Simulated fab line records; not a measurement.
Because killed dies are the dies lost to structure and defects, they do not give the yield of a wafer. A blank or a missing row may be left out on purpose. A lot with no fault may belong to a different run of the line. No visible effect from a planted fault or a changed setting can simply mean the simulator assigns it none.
Matching of chambers | flow nand-harc | cmp-02 running NHARC_A_BONDPAD_CMP_29: 4 sister chambers
The step polishes SiCN, target thk 200 nm. 22 wafers are shown with their chamber, then 11 later ones without.

## WAFERS, EACH WITH ITS CHAMBER
wafer  | chamber | motor-current-A (A)
L074.1 | 1       | 12.5
L074.2 | 3       | 11.2
L074.5 | 0       | 11.9
L080.3 | 0       | 12.2
L080.4 | 1       | 14.2
L080.5 | 1       | 13.0
L082.1 | 3       | 10.7
L082.5 | 0       | 12.9
L082.6 | 1       | 12.5
L084.1 | 0       | 12.2
L084.3 | 1       | 12.4
L084.4 | 2       | 10.7
L083.1 | 2       | 11.2
L083.2 | 1       | 13.0
L083.3 | 3       | 11.3
L085.4 | 0       | 11.8
L085.5 | 3       | 11.2
L085.6 | 2       | 10.8
L090.4 | 2       | 10.5
L090.5 | 0       | 12.2
L090.6 | 1       | 12.7
L087.1 | 1       | 12.9

SIGNATURES, as means of the wafers listed above
reading         | chamber 0 | chamber 1 | chamber 2 | chamber 3 | scatter within a chamber
motor-current-A | 12.200    | 12.900    | 10.800    | 11.100    | 0.443
Rule: a wafer lies at a distance from a chamber equal to the root of the sum of squares, over the readings, of (its reading less the chamber's mean, divided by the reading's scatter). The wafer belongs to the nearest chamber; if the next one is less than 2 further off, it can't be placed. The scatter is the square root of a quotient: the sum, over the shown wafers, of each reading's squared deviation from its chamber's mean, divided by wafers minus chambers.

## WAFERS WITHOUT THEIR CHAMBER
wafer  | motor-current-A (A)
L087.4 | 10.9
L087.6 | 11.4
L093.1 | 10.9
L093.2 | 12.8
L093.6 | 10.8
L096.2 | 11.0
L096.3 | 12.0
L096.4 | 12.6
L097.1 | 12.3
L097.4 | 13.1
L097.5 | 12.3

## WHICH CHAMBER EACH ONE RAN IN
wafer  | from the rows above          | in truth
L087.4 | can't be placed: 2 or 3      | 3
L087.6 | can't be placed: 3 or 2 or 0 | 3
L093.1 | can't be placed: 2 or 3      | 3
L093.2 | can't be placed: 1 or 0      | 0
L093.6 | can't be placed: 2 or 3      | 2
L096.2 | can't be placed: 3 or 2      | 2
L096.3 | can't be placed: 0 or 1 or 3 | 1
L096.4 | can't be placed: 1 or 0      | 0
L097.1 | can't be placed: 0 or 1      | 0
L097.4 | can't be placed: 1 or 0      | 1
L097.5 | can't be placed: 0 or 1      | 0
Placed correctly: 0 of 11. Unplaceable from these rows: 11, with the true chamber sitting among the candidates in 11. Number placed wrongly: 0.
